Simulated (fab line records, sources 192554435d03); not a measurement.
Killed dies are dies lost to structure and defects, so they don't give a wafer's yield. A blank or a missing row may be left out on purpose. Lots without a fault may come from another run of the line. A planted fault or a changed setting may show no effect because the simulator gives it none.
Which tool did it? | flow n5_finfet | 24 lots, 72 wafers sampled, at 6 steps of a route of 1938

WHAT THE GAUGES READ, wafer by wafer
N5_DUMMY_GATE_OVL_MEAS_16.
lot  | measured    | on         | GATE_OVL (nm)
L074 | day 2 22:07 | overlay-02 | -0.3 -0.6 -0.1
L075 | day 3 03:43 | overlay-02 | -0.1 -0.7 -0.4
L076 | day 3 09:31 | overlay-01 | 0.3 0.8 0.9
L077 | day 3 16:55 | overlay-02 | 1.3 -0.2 0.6
L078 | day 4 01:47 | overlay-01 | 0.8 -0.3 1.4
L079 | day 4 05:41 | overlay-02 | 0.1 0.7 0.5
L080 | day 4 08:44 | overlay-01 | 0.5 0.3 -0.4
L081 | day 4 14:55 | overlay-02 | 0.2 0.0 0.8
L082 | day 4 22:25 | overlay-02 | -0.1 -0.3 -0.1
L083 | day 5 03:21 | overlay-01 | -0.4 0.7 0.6
L084 | day 5 10:56 | overlay-01 | 0.0 -0.2 0.4
L085 | day 5 20:52 | overlay-01 | 0.9 1.0 0.7
L086 | day 6 00:25 | overlay-02 | -0.6 0.4 0.1
L087 | day 6 05:19 | overlay-01 | 1.0 -0.6 0.3
L088 | day 6 12:59 | overlay-02 | -0.4 -0.9 -1.3
L089 | day 6 15:13 | overlay-02 | 0.0 0.6 0.1
L090 | day 6 22:44 | overlay-01 | 0.0 0.8 0.0
L091 | day 7 03:22 | overlay-02 | -0.2 -0.8 -0.6
L092 | day 7 12:13 | overlay-01 | -0.6 0.1 -0.5
L093 | day 7 16:05 | overlay-01 | 1.0 0.8 1.6
L094 | day 8 00:01 | overlay-01 | -0.1 0.1 0.2
L095 | day 8 04:20 | overlay-01 | -1.8 -0.6 0.6
L096 | day 8 11:38 | overlay-01 | -0.9 -0.1 -0.3
L097 | day 8 15:11 | overlay-01 | -0.8 -0.5 -0.7

WHICH TOOL RAN EACH LOT (tool, then ch and the chambers of the sampled wafers, then the start)
lot  | N5_FIN_SAQP_HM_DEP_03          | N5_FIN_SAQP_PECVD_06           | N5_FIN_SAQP_SPACER2_ETCHBACK_29   | N5_FIN_SAQP_ETCH_64             | N5_STI_FIN_REVEAL_STRIP_24
L074 | pecvd-02 ch 0,1, day 1 20:40   | pecvd-03 ch 0,2, day 1 20:52   | rie_diel-04 ch 0,1, day 2 01:51   | rie_si-02 ch 0,3, day 2 02:22   | rie_diel-06 ch 0,1,2, day 2 10:34
L075 | pecvd-02 ch 1,2, day 2 03:00   | pecvd-02 ch 0,1,2, day 2 03:13 | rie_diel-06 ch 0,1,3, day 2 07:28 | rie_si-02 ch 0,1,3, day 2 07:59 | rie_diel-04 ch 2,3, day 2 15:53
L076 | pecvd-04 ch 1,2, day 2 08:41   | pecvd-02 ch 0,1, day 2 08:55   | rie_diel-04 ch 0,1, day 2 12:52   | rie_si-03 ch 1,2, day 2 13:22   | rie_diel-02 ch 0,3, day 2 21:43
L077 | pecvd-04 ch 1, day 2 15:13     | pecvd-03 ch 0,2, day 2 15:26   | rie_diel-02 ch 0,1,3, day 2 20:14 | rie_si-03 ch 0,2, day 2 20:47   | rie_diel-06 ch 0,1,3, day 3 04:49
L078 | pecvd-03 ch 1,2, day 2 22:10   | pecvd-04 ch 0, day 2 22:25     | rie_diel-06 ch 2,3, day 3 02:55   | rie_si-02 ch 0,1,2, day 3 03:34 | rie_diel-06 ch 1,3, day 3 12:14
L079 | pecvd-04 ch 0,1, day 3 03:36   | pecvd-02 ch 0,1,2, day 3 03:50 | rie_diel-04 ch 1,2, day 3 09:14   | rie_si-04 ch 0,1, day 3 09:46   | rie_diel-02 ch 1,3, day 3 17:14
L080 | pecvd-02 ch 0,2, day 3 08:38   | pecvd-02 ch 0,1,2, day 3 08:50 | rie_diel-04 ch 0,2,3, day 3 13:08 | rie_si-03 ch 0,2, day 3 13:38   | rie_diel-04 ch 1,2, day 3 21:07
L081 | pecvd-04 ch 0,1, day 3 15:08   | pecvd-02 ch 0,1,2, day 3 15:22 | rie_diel-02 ch 0,1,3, day 3 19:27 | rie_si-02 ch 1,2,3, day 3 19:59 | rie_diel-02 ch 0,3, day 4 03:25
L082 | pecvd-02 ch 0,1, day 3 21:48   | pecvd-04 ch 0,1, day 3 22:02   | rie_diel-04 ch 0,1,3, day 4 02:20 | rie_si-03 ch 0,1, day 4 02:51   | rie_diel-02 ch 0,1,2, day 4 10:42
L083 | pecvd-03 ch 0,1, day 4 02:58   | pecvd-04 ch 0,1,2, day 4 03:12 | rie_diel-06 ch 0,2,3, day 4 07:16 | rie_si-02 ch 0,2,3, day 4 07:48 | rie_diel-02 ch 2,3, day 4 15:40
L084 | pecvd-04 ch 0,1,2, day 4 09:07 | pecvd-02 ch 2, day 4 09:33     | rie_diel-04 ch 0,2,3, day 4 13:56 | rie_si-04 ch 0,1,3, day 4 14:26 | rie_diel-04 ch 0,1,2, day 4 22:04
L085 | pecvd-02 ch 0,1, day 4 16:05   | pecvd-03 ch 1, day 4 16:29     | rie_diel-02 ch 1,2,3, day 4 22:24 | rie_si-02 ch 0,2,3, day 4 22:54 | rie_diel-04 ch 1,2, day 5 08:37
L086 | pecvd-04 ch 0,1,2, day 4 22:47 | pecvd-02 ch 0,2, day 4 22:59   | rie_diel-06 ch 0,2,3, day 5 04:37 | rie_si-04 ch 0,1,3, day 5 05:08 | rie_diel-06 ch 0,1,3, day 5 12:46
L087 | pecvd-02 ch 0,1, day 5 04:43   | pecvd-03 ch 0,2, day 5 04:55   | rie_diel-06 ch 0,1,3, day 5 09:11 | rie_si-02 ch 0,2,3, day 5 09:52 | rie_diel-06 ch 2,3, day 5 17:25
L088 | pecvd-03 ch 1,2, day 5 10:13   | pecvd-03 ch 0,1,2, day 5 10:25 | rie_diel-02 ch 0,1,2, day 5 15:11 | rie_si-04 ch 0,1,2, day 5 15:52 | rie_diel-06 ch 0,1, day 5 23:29
L089 | pecvd-02 ch 1,2, day 5 15:07   | pecvd-03 ch 0,1,2, day 5 15:19 | rie_diel-04 ch 0,3, day 5 19:24   | rie_si-02 ch 1,2,3, day 5 19:55 | rie_diel-02 ch 1,3, day 6 03:42
L090 | pecvd-04 ch 0,2, day 5 22:05   | pecvd-02 ch 0,2, day 5 22:17   | rie_diel-02 ch 0,1,3, day 6 02:38 | rie_si-02 ch 2,3, day 6 03:20   | rie_diel-04 ch 0,1, day 6 10:39
L091 | pecvd-03 ch 0,1,2, day 6 02:36 | pecvd-04 ch 0,1,2, day 6 02:49 | rie_diel-02 ch 0,1,3, day 6 07:46 | rie_si-04 ch 0,2,3, day 6 08:15 | rie_diel-04 ch 0,1,3, day 6 15:43
L092 | pecvd-04 ch 1,2, day 6 10:08   | pecvd-03 ch 0,1, day 6 10:20   | rie_diel-04 ch 0,3, day 6 14:27   | rie_si-03 ch 0,1,3, day 6 14:58 | rie_diel-04 ch 1,2,3, day 6 22:44
L093 | pecvd-02 ch 0,1, day 6 15:16   | pecvd-03 ch 0,2, day 6 15:28   | rie_diel-06 ch 1,2, day 6 19:40   | rie_si-04 ch 0,2,3, day 6 20:10 | rie_diel-02 ch 0,2, day 7 04:26
L094 | pecvd-04 ch 0,1, day 6 21:37   | pecvd-02 ch 0,1,2, day 6 21:50 | rie_diel-04 ch 1,2,3, day 7 02:32 | rie_si-04 ch 0,1,2, day 7 03:04 | rie_diel-06 ch 1,3, day 7 10:26
L095 | pecvd-04 ch 0,2, day 7 03:00   | pecvd-04 ch 0,1, day 7 03:12   | rie_diel-02 ch 0,1,2, day 7 08:03 | rie_si-02 ch 0,2,3, day 7 08:34 | rie_diel-06 ch 2,3, day 7 16:15
L096 | pecvd-03 ch 1,2, day 7 08:37   | pecvd-04 ch 0,1,2, day 7 08:49 | rie_diel-06 ch 1,2,3, day 7 13:22 | rie_si-02 ch 0,1, day 7 13:53   | rie_diel-06 ch 1,2, day 7 22:02
L097 | pecvd-02 ch 0,1,2, day 7 15:05 | pecvd-04 ch 0,1, day 7 15:17   | rie_diel-04 ch 0,2,3, day 7 19:24 | rie_si-04 ch 0,2, day 7 19:56   | rie_diel-04 ch 2,3, day 8 03:19
- N5_FIN_SAQP_HM_DEP_03: deposits SiNx from SiH4/NH3/N2, target thk 38 nm, time 33.6 s.
- N5_FIN_SAQP_PECVD_06: deposits a-Si from SiH4/He, target thk 60 nm, time 48.1 s.
- N5_FIN_SAQP_SPACER2_ETCHBACK_29: etches SiO2 in CHF3/O2, target depth 12.2 nm, time 6.1 s.
- N5_FIN_SAQP_ETCH_64: etches SiO2 in CF4, target depth 1.5 nm.
- N5_STI_FIN_REVEAL_STRIP_24: strips in N2/H2, time 90 s.

WHAT THE TOOLS THEMSELVES READ (means of the sampled wafers that have a number; where no wafer has one, the mark that the record gives instead)
N5_FIN_SAQP_HM_DEP_03.
lot  | tool     | heater_power_w (W) | showerhead_plenum_p_Torr (Torr) | throttle_valve_pct (%)
L074 | pecvd-02 | 687                | 5.07                            | 41.4
L075 | pecvd-02 | 714                | 5.04                            | 42.2
L076 | pecvd-04 | 900                | 5.19                            | 38.7
L077 | pecvd-04 | 1027               | 5.19                            | 38.8
L078 | pecvd-03 | 645                | 5.19                            | 40.1
L079 | pecvd-04 | 823                | 5.14                            | 40.1
L080 | pecvd-02 | 639                | 5.06                            | 41.1
L081 | pecvd-04 | 848                | 5.13                            | 40.1
L082 | pecvd-02 | 752                | 5.03                            | 42.2
L083 | pecvd-03 | 670                | 5.25                            | 40.5
L084 | pecvd-04 | 852                | 5.16                            | 38.7
L085 | pecvd-02 | 759                | 5.05                            | 42.4
L086 | pecvd-04 | 814                | 5.15                            | 38.7
L087 | pecvd-02 | 699                | 5.07                            | 41.9
L088 | pecvd-03 | 806                | 5.15                            | 39.5
L089 | pecvd-02 | 789                | 5.04                            | 42.1
L090 | pecvd-04 | 725                | 5.14                            | 39.4
L091 | pecvd-03 | 718                | 5.20                            | 39.8
L092 | pecvd-04 | 834                | 5.18                            | 37.4
L093 | pecvd-02 | 712                | 5.05                            | 42.5
L094 | pecvd-04 | 877                | 5.16                            | 39.5
L095 | pecvd-04 | 826                | 5.13                            | 39.5
L096 | pecvd-03 | 754                | 5.20                            | 40.2
L097 | pecvd-02 | 739                | 5.05                            | 41.8

N5_FIN_SAQP_PECVD_06.
lot  | tool     | heater_power_w (W) | showerhead_plenum_p_Torr (Torr) | throttle_valve_pct (%)
L074 | pecvd-03 | 822                | 5.72                            | 17.8
L075 | pecvd-02 | 781                | 5.61                            | 19.1
L076 | pecvd-02 | 785                | 5.61                            | 18.9
L077 | pecvd-03 | 845                | 5.68                            | 17.8
L078 | pecvd-04 | 746                | 5.65                            | 18.4
L079 | pecvd-02 | 716                | 5.61                            | 19.0
L080 | pecvd-02 | 790                | 5.59                            | 18.9
L081 | pecvd-02 | 799                | 5.60                            | 19.1
L082 | pecvd-04 | 840                | 5.66                            | 18.2
L083 | pecvd-04 | 923                | 5.68                            | 17.5
L084 | pecvd-02 | 734                | 5.59                            | 18.5
L085 | pecvd-03 | 747                | 5.75                            | 18.6
L086 | pecvd-02 | 719                | 5.62                            | 18.8
L087 | pecvd-03 | 806                | 5.68                            | 17.6
L088 | pecvd-03 | 798                | 5.71                            | 18.1
L089 | pecvd-03 | 803                | 5.71                            | 18.1
L090 | pecvd-02 | 698                | 5.61                            | 18.7
L091 | pecvd-04 | 920                | 5.67                            | 17.6
L092 | pecvd-03 | 710                | 5.74                            | 18.3
L093 | pecvd-03 | 854                | 5.68                            | 18.0
L094 | pecvd-02 | 790                | 5.61                            | 19.1
L095 | pecvd-04 | 944                | 5.69                            | 18.2
L096 | pecvd-04 | 893                | 5.68                            | 17.6
L097 | pecvd-04 | 940                | 5.68                            | 18.0

N5_FIN_SAQP_SPACER2_ETCHBACK_29.
lot  | tool        | drypump_motor_current_A (A) | oes_product_au (a.u.) | rf_vpp_V (V) | showerhead_plenum_p_Torr (Torr) | throttle_valve_pct (%)
L074 | rie_diel-04 | 6.1                         | 0.71                  | 523          | 2.39                            | 19.07
L075 | rie_diel-06 | 5.8                         | 0.84                  | 531          | 2.44                            | 18.83
L076 | rie_diel-04 | 6.2                         | 0.71                  | 524          | 2.39                            | 19.07
L077 | rie_diel-02 | 5.3                         | 0.70                  | 524          | 2.42                            | 19.03
L078 | rie_diel-06 | 5.6                         | 0.80                  | 531          | 2.37                            | 18.74
L079 | rie_diel-04 | 5.9                         | 0.84                  | 528          | 2.37                            | 18.92
L080 | rie_diel-04 | 6.1                         | 0.85                  | 529          | 2.44                            | 18.86
L081 | rie_diel-02 | 5.3                         | 0.69                  | 521          | 2.42                            | 19.04
L082 | rie_diel-04 | 6.1                         | 0.77                  | 525          | 2.44                            | 18.94
L083 | rie_diel-06 | 5.9                         | 0.81                  | 528          | 2.37                            | 18.70
L084 | rie_diel-04 | 6.1                         | 0.84                  | 528          | 2.44                            | 18.87
L085 | rie_diel-02 | 5.7                         | 0.76                  | 525          | 2.44                            | 19.14
L086 | rie_diel-06 | 5.9                         | 0.80                  | 528          | 2.36                            | 18.71
L087 | rie_diel-06 | 5.8                         | 0.80                  | 530          | 2.43                            | 18.88
L088 | rie_diel-02 | 5.7                         | 0.85                  | 525          | 2.43                            | 18.82
L089 | rie_diel-04 | 6.4                         | 0.76                  | 525          | 2.44                            | 18.96
L090 | rie_diel-02 | 5.3                         | 0.78                  | 522          | 2.41                            | 18.94
L091 | rie_diel-02 | 5.3                         | 0.77                  | 522          | 2.41                            | 18.95
L092 | rie_diel-04 | 6.3                         | 0.75                  | 524          | 2.44                            | 18.98
L093 | rie_diel-06 | 5.8                         | 0.76                  | 530          | 2.45                            | 19.06
L094 | rie_diel-04 | 5.9                         | 0.79                  | 530          | 2.42                            | 18.92
L095 | rie_diel-02 | 5.7                         | 0.82                  | 525          | 2.43                            | 18.85
L096 | rie_diel-06 | 5.5                         | 0.77                  | 530          | 2.42                            | 18.97
L097 | rie_diel-04 | 6.1                         | 0.79                  | 529          | 2.43                            | 18.91

N5_FIN_SAQP_ETCH_64.
lot  | tool      | drypump_motor_current_A (A) | oes_product_au (a.u.) | throttle_valve_pct (%)
L074 | rie_si-02 | 6.1                         | 0.999                 | 21.76
L075 | rie_si-02 | 5.9                         | 1.019                 | 21.73
L076 | rie_si-03 | 5.9                         | 1.000                 | 21.75
L077 | rie_si-03 | 5.2                         | 1.002                 | 21.49
L078 | rie_si-02 | 5.9                         | 1.008                 | 21.55
L079 | rie_si-04 | 6.1                         | 0.959                 | 21.38
L080 | rie_si-03 | 5.4                         | 1.008                 | 21.51
L081 | rie_si-02 | 5.9                         | 1.007                 | 21.60
L082 | rie_si-03 | 5.4                         | 1.000                 | 21.63
L083 | rie_si-02 | 6.0                         | 1.011                 | 21.60
L084 | rie_si-04 | 6.1                         | 0.970                 | 21.53
L085 | rie_si-02 | 6.0                         | 1.007                 | 21.59
L086 | rie_si-04 | 6.1                         | 0.968                 | 21.53
L087 | rie_si-02 | 6.0                         | 1.009                 | 21.60
L088 | rie_si-04 | 5.6                         | 0.975                 | 21.48
L089 | rie_si-02 | 6.0                         | 1.003                 | 21.60
L090 | rie_si-02 | 6.1                         | 1.005                 | 21.66
L091 | rie_si-04 | 5.9                         | 0.984                 | 21.47
L092 | rie_si-03 | 5.5                         | 0.991                 | 21.69
L093 | rie_si-04 | 5.9                         | 0.985                 | 21.47
L094 | rie_si-04 | 5.6                         | 0.984                 | 21.43
L095 | rie_si-02 | 6.0                         | 1.014                 | 21.60
L096 | rie_si-02 | 5.8                         | 1.019                 | 21.67
L097 | rie_si-04 | 5.9                         | 0.969                 | 21.32

N5_STI_FIN_REVEAL_STRIP_24.
lot  | tool        | drypump_motor_current_A (A) | n2_flow_sccm (sccm) | oes_product_au (a.u.) | rf_vpp_V (V) | showerhead_plenum_p_Torr (Torr) | throttle_valve_pct (%)
L074 | rie_diel-06 | 6.2                         | 299.8               | 0.81                  | 45.6         | 3.37                            | 12.07
L075 | rie_diel-04 | 5.9                         | 299.9               | 0.94                  | 45.8         | 3.41                            | 11.98
L076 | rie_diel-02 | 5.1                         | 300.8               | 0.69                  | 45.9         | 3.36                            | 12.61
L077 | rie_diel-06 | 5.8                         | 300.6               | 0.83                  | 44.9         | 3.42                            | 12.16
L078 | rie_diel-06 | 5.4                         | 300.2               | 0.81                  | 46.5         | 3.51                            | 12.36
L079 | rie_diel-02 | 5.2                         | 299.9               | 0.72                  | 45.7         | 3.42                            | 12.64
L080 | rie_diel-04 | 5.9                         | 300.1               | 0.83                  | 45.5         | 3.32                            | 12.21
L081 | rie_diel-02 | 5.2                         | 300.6               | 0.68                  | 45.0         | 3.34                            | 12.50
L082 | rie_diel-02 | 5.8                         | 300.2               | 0.75                  | 45.3         | 3.42                            | 12.34
L083 | rie_diel-02 | 5.6                         | 300.1               | 0.76                  | 44.0         | 3.39                            | 12.58
L084 | rie_diel-04 | 6.1                         | 301.2               | 0.76                  | 45.4         | 3.32                            | 12.32
L085 | rie_diel-04 | 5.9                         | 299.4               | 0.74                  | 44.9         | 3.32                            | 12.40
L086 | rie_diel-06 | 5.8                         | 299.3               | 0.80                  | 46.0         | 3.41                            | 12.21
L087 | rie_diel-06 | 5.3                         | 300.0               | 0.81                  | 45.4         | 3.37                            | 12.19
L088 | rie_diel-06 | 6.5                         | 299.3               | 0.79                  | 45.7         | 3.36                            | 12.10
L089 | rie_diel-02 | 5.2                         | 300.9               | 0.69                  | 45.3         | 3.41                            | 12.69
L090 | rie_diel-04 | 6.3                         | 300.2               | 0.68                  | 43.9         | 3.32                            | 12.44
L091 | rie_diel-04 | 6.2                         | 299.7               | 0.74                  | 44.9         | 3.41                            | 12.31
L092 | rie_diel-04 | 6.0                         | 300.4               | 0.80                  | 44.7         | 3.40                            | 12.23
L093 | rie_diel-02 | 6.1                         | 300.1               | 0.87                  | 45.3         | 3.39                            | 12.11
L094 | rie_diel-06 | 5.2                         | 299.6               | 0.80                  | 44.9         | 3.45                            | 12.36
L095 | rie_diel-06 | 5.2                         | 298.4               | 0.79                  | 45.5         | 3.36                            | 12.23
L096 | rie_diel-06 | 5.8                         | 300.0               | 0.74                  | 45.6         | 3.43                            | 12.39
L097 | rie_diel-04 | 5.9                         | 301.2               | 0.84                  | 45.8         | 3.48                            | 12.07

THE ANSWER, worked out from the rows above alone
Rule: what is usual is taken from the lots themselves. Put in order of their means at a reading, lots are off if they are a third of the lots or fewer, leave a main group of 4 or more, and stand apart from it by a gap of 3 or more times the standard deviation of the main group's means; of several such gaps the widest counts. A main group whose means are all the same, to the digits that the tables above print for the reading, isn't used. A lot without any number at a reading at which 4 lots or more have one is off too. The other lots that the step has rows for count as sound. The gauges are gone through in route order, then the tools' own readings, and for those a lot's mean is taken as printed above. The first step at which some lot is off is used, and at that step the reading that is off furthest; a lot without a number counts as furthest.
No lot is off at any reading shown: from this, nothing can be told.

WHAT THE SIMULATOR HAD PUT IN
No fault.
